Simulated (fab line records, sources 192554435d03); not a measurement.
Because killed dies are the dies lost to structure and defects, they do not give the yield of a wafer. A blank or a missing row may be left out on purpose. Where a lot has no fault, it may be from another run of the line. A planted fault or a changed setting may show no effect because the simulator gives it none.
One fault seen from 2 desks	flow n5 finfet	each desk holds nothing but its own numbers, with what lay behind them at the end

## AT THE TOOL OWNER'S DESK: rie diel-05
The tool's own readings at N5_BEOL_M7_STRIP_80 (strips in N2/H2, time 10 s): means of the sampled wafers that have a number, for each lot that ran on this tool. If a lot's mean is further than 4 standard deviations from the usual mean, the lot is out of limits and carries the mark OUT (the distance appears in the brackets).
Columns: A = drypump motor current A at N5_BEOL_M7_STRIP_80, usual 5.9 A; B = n2 flow sccm at N5_BEOL_M7_STRIP_80, usual 200.0 sccm; C = oes product au at N5_BEOL_M7_STRIP_80, usual 0.77 a.u.; D = rf vpp V at N5_BEOL_M7_STRIP_80, usual 59.0 V; E = showerhead plenum p Torr at N5_BEOL_M7_STRIP_80, usual 2.48 Torr; F = throttle valve pct at N5_BEOL_M7_STRIP_80, usual 23.6 %
lot	first seen here	A	B	C	D	E	F
L903	day 9 13:41	5.8	200.0	0.79	58.6	2.38	23.3
L902	day 10 08:52	5.7	199.9	0.77	59.6	2.40	23.6
L906	day 10 19:46	5.7	199.9	0.76	58.4	2.40	23.6
L909	day 11 03:34	5.6	199.8	0.77	59.3	2.50	23.8
L910	day 11 11:05	5.6	200.1	0.77	59.2	2.50	23.8
L922	day 14 07:25	5.8	200.0	0.76	59.3	2.47	23.5
L924	day 15 03:09	5.8	200.0	0.76	59.2	2.47	23.5
This desk's verdict: no lot among the 7 shows anything out of limits.

## AT THE METROLOGY DESK
What the gauges read, lot by lot, whatever tool the lot ran on: means of the sampled wafers that have a number. If a lot's mean is further than 4 standard deviations from the usual mean, the lot is out of limits and carries the mark OUT (the distance appears in the brackets).
Columns: A = cd nm at N5_PASSIVATION_CD_MEAS_10, usual 3000 nm; B = PAD_OVL at N5_PASSIVATION_OVL_MEAS_63, usual 4 nm
lot	first seen here	A	B
L901	day 12 21:05	2998	4
L903	day 12 21:14	2994	7
L902	day 12 21:24	3001	4
L906	day 14 01:51	2997	8
L909	day 14 02:59	2997	4
L910	day 14 04:46	2998	8
L915	day 16 15:15	3001	4
L920	day 17 08:24	3002	6
L922	day 17 08:31	3003	1
L923	day 17 12:01	3000	4
L921	day 17 18:33	3001	-0
L924	day 17 23:34	3004	4
This desk's verdict: no lot among the 12 shows anything out of limits.

## BROUGHT TOGETHER
Nothing out of limits was seen by the tool owner's desk.
Metrology desk: nothing out of limits seen.

## WHAT WAS PUT IN BY THE SIMULATOR
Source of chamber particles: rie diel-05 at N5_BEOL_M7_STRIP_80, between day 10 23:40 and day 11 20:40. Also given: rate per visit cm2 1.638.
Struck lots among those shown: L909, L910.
